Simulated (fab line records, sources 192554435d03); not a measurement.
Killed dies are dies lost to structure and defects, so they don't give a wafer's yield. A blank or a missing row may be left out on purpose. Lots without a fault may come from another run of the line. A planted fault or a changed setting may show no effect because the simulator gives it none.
Split-lot experiment | flow n5_finfet | 7 lots, 21 wafers read, on a route of 1938 steps

THE SPLIT
At N5_HKMG_FIN_DEVELOP_11 (develop time 30 s), the setting develop_time_s was moved away from the recipe's 30 s on 6 of the 21 wafers read, by -21.6% to +13.2%. The other wafers ran this setting at the recipe's value.

The file shows no step between the split and the reading.

THE READING
cd_nm, in nm, at N5_HKMG_FIN_CD_MEAS_12 (target cd 92.8 nm). Fault-free wafers of this fab line usually give 93.0 nm, standard deviation 0.53 nm.

wafer  | tool, chamber at the split | develop_time_s as run, s | against the recipe | cd_nm, nm | against lot-mates on the recipe
L079.1 | litho_track-02, 0          | 30                       | recipe             | 92.5      | -
L079.2 | litho_track-02, 0          | 32.89                    | +9.6%              | 93.4      | +0.9
L079.5 | litho_track-02, 0          | 32.89                    | +9.6%              | 93.1      | +0.6
L081.2 | litho_track-04, 0          | 30                       | recipe             | 94.0      | -
L081.3 | litho_track-04, 0          | 30                       | recipe             | 93.8      | -
L081.6 | litho_track-04, 0          | 30                       | recipe             | 93.9      | -
L083.4 | litho_track-05, 0          | 32.61                    | +8.7%              | 93.9      | +0.6
L083.5 | litho_track-05, 0          | 30                       | recipe             | 93.7      | -
L083.6 | litho_track-05, 0          | 30                       | recipe             | 93.0      | -
L089.1 | litho_track-05, 0          | 30                       | recipe             | 93.9      | -
L089.4 | litho_track-05, 0          | 23.53                    | -21.6%             | 91.8      | -2.1
L089.6 | litho_track-05, 0          | 23.53                    | -21.6%             | 91.4      | -2.5
L091.1 | litho_track-02, 0          | 30                       | recipe             | 92.6      | -
L091.3 | litho_track-02, 0          | 30                       | recipe             | 93.3      | -
L091.4 | litho_track-02, 0          | 30                       | recipe             | 92.7      | -
L094.1 | litho_track-02, 0          | 30                       | recipe             | 92.0      | -
L094.4 | litho_track-02, 0          | 33.95                    | +13.2%             | 92.9      | +0.7
L094.6 | litho_track-02, 0          | 30                       | recipe             | 92.4      | -
L095.1 | litho_track-04, 0          | 30                       | recipe             | 93.1      | -
L095.3 | litho_track-04, 0          | 30                       | recipe             | 92.8      | -
L095.6 | litho_track-04, 0          | 30                       | recipe             | 93.2      | -

THE FIT
A straight line over all 21 wafers: cd_nm changes by +0.0526 nm for each +1% of develop_time_s; r = +0.59; the points scatter about the line by 0.61 nm.
The same after taking each lot's own level away (the mean of its wafers on the recipe; 21 wafers): +0.0934 nm for each +1%; r = +0.95; scatter 0.26 nm.
On that fit, the largest move of develop_time_s shifts the reading by 2 nm.
The lots' own levels span 92.20 to 93.90 nm, that is 3.2 times the standard deviation above.
So the lot-to-lot level blurs the effect unless lot-mates are compared.
Check: with one of the wafers moved furthest among these (-21.6%) left out of the fit, the line predicts -2.09 nm for it against its lot-mates. It came out at -2.1 nm against them.

OTHER SPLITS ON THESE WAFERS
These wafers also went through other splits before the reading. Each is held against what the fit with the lots' levels taken away leaves over:
other split on the same wafers        | wafers away from the commonest value | r with cd_nm (lot level and that fit taken away)
N5_SD_EPI_N_DEVELOP_08 develop_time_s | 5                                    | -0.01
N5_SD_EPI_N_EPI_21 time_s             | 6                                    | -0.08
N5_SDB_COAT_05 spin_rpm               | 8                                    | +0.28
N5_SDB_ETCH_18 time_s                 | 6                                    | +0.04

THE FILE'S OWN FIT
cd_nm changes by +0.0872 nm for each +1% of develop_time_s, r = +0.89.
